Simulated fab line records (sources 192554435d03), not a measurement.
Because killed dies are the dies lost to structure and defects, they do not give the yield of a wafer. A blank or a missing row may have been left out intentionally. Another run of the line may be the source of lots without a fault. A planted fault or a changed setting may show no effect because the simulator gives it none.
Comparing a struck lot with a sound one ; flow n5Finfet ; 18 steps out of a route of 1938
Sound: these wafers, L665.1, L665.2, L665.6. The struck wafers were L672.1, L672.3, L672.6. At the end, the cause is stated.
For every step that has rows: the tool of each side, followed by ch and its chambers, followed by its first start. Under that, the readings that differ: sound wafers ; struck wafers ; difference of the means ; sigmas: that difference in standard deviations of wafers without a fault.
alike: readings with means less than 2 such deviations apart, plus words and numbers identical on both sides. not compared: withheld readings, readings lacking a value on some wafer, bounds such as >300 that could conceal the same value, and numbers that have no deviation in the record and whose values overlap.
The two part at a step that has a row with sigmas, a row that says differs or no value, or rows on one side only. Numbers that don't overlap but have no deviation are shown without sigmas and don't part them. Lack of a reading on every wafer of one side parts them only where that side has two or more wafers.

first, 8 steps without rows for these wafers: N5_ILD0_CMP_03 (polishes, stops on SiNx, t overpolish 1.9 s, target thk 197.38 nm); N5_ILD0_CMP_07 (polishes SiO2 flowable, stops on poly-Si, t overpolish 1.18 s, target thk 138.88 nm); N5_ILD0_PRECLEAN_10 (cleans in NF3:NH3, afs cycles 5, time 20 s, sublimation time 60 s); N5_ILD0_ALD_15 (deposits SiNx, target thk 24 nm, pulse time 1 s, ald cycles 480); N5_ILD0_CMP_12 (polishes SiNx, stops on poly-Si, t overpolish 6 s, target thk 17.67 nm); N5_SDB_HM_DEP_00 (deposits SiNx from SiH4/NH3/N2, target thk 40 nm, time 35.3 s); N5_SDB_COAT_03 (time 60 s, resist thk 100 nm); N5_SDB_COAT_04 (time 60 s, resist thk 18 nm).
N5_SDB_COAT_05: resist thk 90 nm.
  sound on lithoTrack-05 ch 0, day 6 21:08; struck on lithoTrack-05 ch 0, day 8 05:19
reading;sound;struck;difference;sigmas
spinSpeedRpm (rpm);1499.0 1501.8 1500.2;1229.9 1228.9 1228.8;-271.1;-99 or more
model.CAR-ArF_of_SDB_COAT_05.thkNm (nm);90.6 90.4 90.4;100.2 100 100;+9.6;
then, 6 steps without rows for these wafers: N5_SDB_EBR_07; N5_SDB_SOFTBAKE_06 (time 60 s); N5_SDB_EXPOSE_08 (exposes mask SDB); N5_SDB_PEB_09 (peb time 60 s); N5_SDB_DEVELOP_10 (develop time 30 s); N5_SDB_DESCUM_16 (chemistry O2, time 7.9 s).
N5_SDB_ETCH_17: etches SiARC in CF4, target depth 23.4 nm, time 39 s.
  sound on rieDiel-04 ch 0,1, day 6 21:37; struck on rieDiel-01 ch 0,3, day 8 05:48
reading;sound;struck;difference;sigmas
model.CAR-ArF_of_SDB_COAT_05.thkNm (nm);67.2 67.2 67;76.8 76.8 76.6;+9.6;
  alike: drypumpMotorCurrentA, etchRfOnTimeS, oesProductAu, rfVppV, showerheadPlenumPTorr, throttleValvePct
  not compared: rfHoursCounterH
then, 1 step without rows for these wafers: N5_SDB_ETCH_18 (etches SOC in N2/H2, target depth 100 nm, overetch 20 nm, time 150 s).
N5_PASSIVATION_PROBE_49:
  the record has rows for the sound wafers here (prober-01, day 16 23:23) and none for the struck ones

## WHERE THEY PART
First at N5_SDB_COAT_05; last, within this record, at N5_PASSIVATION_PROBE_49.

WHY: what had been put in by the simulator
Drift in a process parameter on lithoTrack-05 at N5_SDB_COAT_05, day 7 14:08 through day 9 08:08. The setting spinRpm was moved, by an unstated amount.
